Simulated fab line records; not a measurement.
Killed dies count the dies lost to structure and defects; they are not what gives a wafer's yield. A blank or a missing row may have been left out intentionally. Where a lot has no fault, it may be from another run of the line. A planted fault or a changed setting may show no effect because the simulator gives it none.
Comparing a struck lot with a sound one + flow nand-harc + 25 out of 1302 route steps
Sound: wafers L138.1, L138.2, L138.6. Struck: wafers L149.3, L149.4, L149.6. The cause is named last.
For every step that has rows: the tool of each side, followed by ch and its chambers, followed by its first start. Under that, the readings that differ: sound wafers + struck wafers + difference of the means + sigmas: that difference in standard deviations of wafers without a fault.
alike: same words and numbers on both sides, and readings whose means sit less than 2 such deviations apart. not compared: any withheld reading, any reading some wafer has no value for, any bound like >300 that may hide the same value, and any number with overlapping values for which the record gives no deviation.
A row with sigmas, a row that says differs or no value, or rows on one side alone: a step with any of these is where the two part. Non-overlapping numbers with no deviation appear without sigmas and do not part them. A reading that every wafer of one side lacks parts them only if that side has two wafers or more.

first, 4 steps without rows for these wafers: NHARC_P_GATE_PRECLEAN_71 (cleans in SC1); NHARC_P_GATE_SRD_72; NHARC_P_GATE_OXIDE_16 (material SiO2, target thk 3 nm, ox time 392 s); NHARC_P_GATE_CVD_17 (deposits poly-Si, target thk 150 nm, time 900 s).
NHARC_P_GATE_HM_DEP_102: deposits aC, target thk 120 nm.
  sound on acl-dep-01 ch 0, day 8 18:22; struck on acl-dep-02 ch 0, day 13 08:08
  alike: throttle-valve-pct
NHARC_P_GATE_DEP_103: deposits SiON, target thk 30 nm.
  sound on pecvd-01 ch 0,1, day 8 19:08; struck on pecvd-01 ch 0,2, day 13 08:38
  alike: heater-power-w
then, 6 steps without rows for these wafers: NHARC_P_GATE_DEHYDRATE_18 (time 120 s); NHARC_P_GATE_HMDS_19 (time 30 s); NHARC_P_GATE_COAT_20 (resist thk 90 nm); NHARC_P_GATE_SOFTBAKE_21 (time 55 s); NHARC_P_GATE_EBR_22; NHARC_P_GATE_EXPOSE_23 (exposes mask P GATE, target cd 120 nm).
NHARC_P_GATE_PEB_24: peb time 65 s.
  sound on litho-track-06 ch 0, day 8 19:37; struck on litho-track-06 ch 0, day 13 09:11
then, 1 step without rows for these wafers: NHARC_P_GATE_DEVELOP_25 (develop time 35 s).
NHARC_P_GATE_CD_MEAS_26: the cd target is 120 nm.
  sound on cd-sem-03 ch 0, day 8 19:41; struck on cd-sem-01 ch 0, day 13 09:16
| reading    | sound             | struck            | difference | sigmas |
|------------|-------------------|-------------------|------------|--------|
| cd-nm (nm) | 119.6 120.1 120.4 | 116.4 115.6 114.9 | -4.4       | -10    |
NHARC_P_GATE_OVL_MEAS_27:
  sound on overlay-02, day 8 19:47; struck on overlay-01, day 13 09:21
| reading           | sound          | struck      | difference | sigmas |
|-------------------|----------------|-------------|------------|--------|
| overlay-x-nm (nm) | -0.6 -0.9 -0.4 | 1.8 1.3 0.8 | +1.9       | +2     |
  alike: overlay-y-nm
NHARC_P_GATE_INSPECT_28:
  sound on defect-inspect-01, day 8 19:49; struck on defect-inspect-01, day 13 09:23
  alike: raw-defect-count
NHARC_P_GATE_DESCUM_31: chemistry O2, time 3 s.
  sound on rie-diel-13 ch 0,3, day 8 19:53; struck on rie-diel-03 ch 0,1, day 13 09:27
| reading                 | sound           | struck          | difference | sigmas |
|-------------------------|-----------------|-----------------|------------|--------|
| model.P_GATE.cd-nm (nm) | 120.2 120 121.4 | 117 115.4 115.4 | -5         |        |
  alike: drypump-motor-current-A, o2-flow-sccm, oes-product-au, rf-vpp-V, showerhead-plenum-p-Torr, throttle-valve-pct
  not compared: rf-hours-counter-h
NHARC_P_GATE_ETCH_104: etches the open film in CF4/CHF3, target depth 60 nm.
  sound on rie-diel-13 ch 0,3, day 8 19:59; struck on rie-diel-03 ch 0,2,3, day 13 09:32
  alike: drypump-motor-current-A, oes-product-au, rf-vpp-V, showerhead-plenum-p-Torr, throttle-valve-pct
then, 2 steps without rows for these wafers: NHARC_P_GATE_HM_OPEN_105 (chemistry O2/COS, target depth 360 nm); NHARC_P_GATE_STRIP_106 (strips in O2/COS).
NHARC_P_GATE_ETCH_114: etches the open film in CF4/O2, target depth 30 nm, overetch 3 nm, time 16.5 s.
  sound: rie-diel-13 ch 0,1; struck: rie-diel-03 ch 0,2
| reading      | sound             | struck            | difference | sigmas |
|--------------|-------------------|-------------------|------------|--------|
| rf-vpp-V (V) | 196.2 198.7 197.0 | 199.8 201.2 200.3 | +3.1       | +2     |
  alike: drypump-motor-current-A, o2-flow-sccm, oes-product-au, showerhead-plenum-p-Torr, throttle-valve-pct
  not compared: rf-hours-counter-h
NHARC_P_GATE_ETCH_32: etches the open film in HBr/Cl2, target depth 150 nm, time 100.1 s.
  sound on rie-si-06 ch 0,1, day 8 20:24; struck on rie-si-02 ch 0,1,3, day 13 09:54
  alike: drypump-motor-current-A, oes-product-au, throttle-valve-pct
  not compared: rf-hours-counter-h, model.P_GATE.cd-nm
NHARC_P_GATE_STRIP_108: strips in O2.
  sound on rie-diel-06 ch 0,1,3, day 8 20:35; struck on rie-diel-13 ch 0,3, day 13 10:04
  alike: drypump-motor-current-A, o2-flow-sccm, oes-product-au, rf-vpp-V, showerhead-plenum-p-Torr, throttle-valve-pct
  not compared: rf-hours-counter-h
-- the record jumps here: 20 days lie between the struck wafers' starts before and after (it left off in module P_GATE and takes up again in module END, whose first step shown is number 1302 of the route) --
NHARC_END_SORT_01:
  sound on prober-01 ch 0, day 28 14:10; struck on prober-01 ch 0, day 33 12:46
  alike: killed-at-array, killed-at-other, killed-at-periphery, killed-dies, killed-open, killed-short

WHERE THEY PART
Earliest at NHARC_P_GATE_CD_MEAS_26; latest, in this record, at NHARC_P_GATE_ETCH_114. Later steps at which nothing parts them and some readings are alike: NHARC_P_GATE_ETCH_32, NHARC_P_GATE_STRIP_108, NHARC_END_SORT_01.

WHY: whatever the simulator had introduced
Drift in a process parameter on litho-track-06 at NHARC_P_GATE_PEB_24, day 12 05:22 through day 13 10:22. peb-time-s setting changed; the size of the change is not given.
